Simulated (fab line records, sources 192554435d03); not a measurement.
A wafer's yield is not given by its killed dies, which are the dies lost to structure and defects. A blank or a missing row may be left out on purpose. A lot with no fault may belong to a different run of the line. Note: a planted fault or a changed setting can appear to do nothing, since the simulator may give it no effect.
Struck lot and sound lot, side by side :: flow n5-finfet :: 18 out of 1938 route steps
Sound: wafers L913.1, L913.3, L913.6. Struck: wafer L908.4. (L908.3 of the same lot was not struck and is left out.) The cause comes at the end.
Per side, at each step with rows, come the tool, then ch with its chambers, and then its first start. Under that, the readings that differ: sound wafers :: struck wafers :: difference of the means :: sigmas: that difference in standard deviations of wafers without a fault.
alike: same words and numbers on both sides, and readings whose means sit less than 2 such deviations apart. not compared: any withheld reading, any reading some wafer has no value for, any bound like >300 that may hide the same value, and any number with overlapping values for which the record gives no deviation.
Wherever a step has rows on one side only, a row that says differs or no value, or a row with sigmas, the two part there. Non-overlapping numbers with no deviation appear without sigmas and do not part them. Lack of a reading on every wafer of one side parts them only where that side has two or more wafers.

first, 1 step without rows for these wafers: N5_BEOL_M4_ANNEAL_82 (time 240 s).
N5_BEOL_M4_SPUTTER_86: material Cu, target thk 4.5 nm, time 8.29 s.
  sound on pvd-sputter-03 at day 12 14:35; struck on pvd-sputter-01 at day 11 13:21
  alike: throttle-valve-pct
then, 4 steps without rows for these wafers: N5_BEOL_M4_ANNEAL_87 (time 240 s); N5_BEOL_M4_SPUTTER_88 (material Cu, target thk 4.5 nm, time 8.29 s); N5_BEOL_M4_ANNEAL_89 (time 240 s); N5_BEOL_M4_SPUTTER_90 (material Cu, target thk 4.5 nm, time 8.29 s).
N5_BEOL_M4_ANNEAL_91: time 240 s.
  sound on pvd-sputter-03 at day 12 15:07; struck on pvd-sputter-01 at day 11 13:52
reading: heater-power-w (W)
sound: 670 821 768
struck: 938
difference: +185
sigmas: +2
then, 3 steps without rows for these wafers: N5_BEOL_M4_SPUTTER_92 (material Cu, target thk 4.5 nm, time 8.29 s); N5_BEOL_M4_ANNEAL_93 (time 240 s); N5_BEOL_M4_SPUTTER_94 (material Cu, target thk 4.5 nm, time 8.29 s).
N5_BEOL_M4_ANNEAL_95: time 240 s.
  sound on pvd-sputter-03 at day 12 15:33; struck on pvd-sputter-01 at day 11 14:19
reading: heater-power-w (W)
sound: 700 828 756
struck: 943
difference: +182
sigmas: +2
N5_BEOL_M4_SPUTTER_96: material Cu, target thk 4.5 nm, time 8.29 s.
  sound on pvd-sputter-03 at day 12 15:41; struck on pvd-sputter-01 at day 11 14:27
  alike: throttle-valve-pct
N5_BEOL_M4_ECD_50: material Cu, target thk 300 nm.
  sound on ecd-cu-01 ch 0,1, day 12 15:49; struck on ecd-cu-02 ch 0, day 11 14:35
reading: model.Cu_of_BEOL_M4_ECD_50.thk-nm (nm)
sound: 301.6 301.2 301
struck: 583.4
difference: +282.1
sigmas: 
N5_BEOL_M4_ANNEAL_51: time 90 s.
  sound on rtp-anneal-01 ch 0, day 12 15:56; struck on rtp-anneal-02 ch 0, day 11 14:44
  alike: wafer_temp_C_max
N5_BEOL_M4_CMP_52: polishes, stops on SiOC, t overpolish 6.8 s, target thk 40 nm.
  sound on cmp-04 ch 1,3, day 12 16:14; struck on cmp-04 ch 3, day 11 14:56
reading: slurry-flow-ml-min
sound: 150.2 150.5 149.9
struck: 149.2
difference: -1.0
sigmas: -2

reading: time-to-endpoint-s (s)
sound: 64 67 62
struck: 120
difference: +56
sigmas: +15
  alike: edge-zone-pressure-frac, motor-current-A, retaining-ring-pressure-frac
N5_BEOL_M4_THK_MEAS_53: measures by xrf.
  sound on film-metro-02 at day 12 16:31; struck on film-metro-01 at day 11 15:14
  alike: M4_THK
N5_BEOL_M4_RC_MEAS_101:
  sound on prober-01 ch 0, day 12 16:50; struck on prober-01 ch 0, day 11 15:52
  alike: DIBL_N, DIBL_P, IOFF_N, IOFF_P, ION_N, ION_P, SS_N, SS_P, VT_N, VT_P
next, for these wafers, 1 step has no rows: N5_PASSIVATION_PROBE_49.

== WHERE THEY PART ==
Earliest at N5_BEOL_M4_ANNEAL_91; latest, in this record, at N5_BEOL_M4_CMP_52. Later steps at which nothing parts them and some readings are alike: N5_BEOL_M4_THK_MEAS_53, N5_BEOL_M4_RC_MEAS_101.

WHY: what had been put in by the simulator
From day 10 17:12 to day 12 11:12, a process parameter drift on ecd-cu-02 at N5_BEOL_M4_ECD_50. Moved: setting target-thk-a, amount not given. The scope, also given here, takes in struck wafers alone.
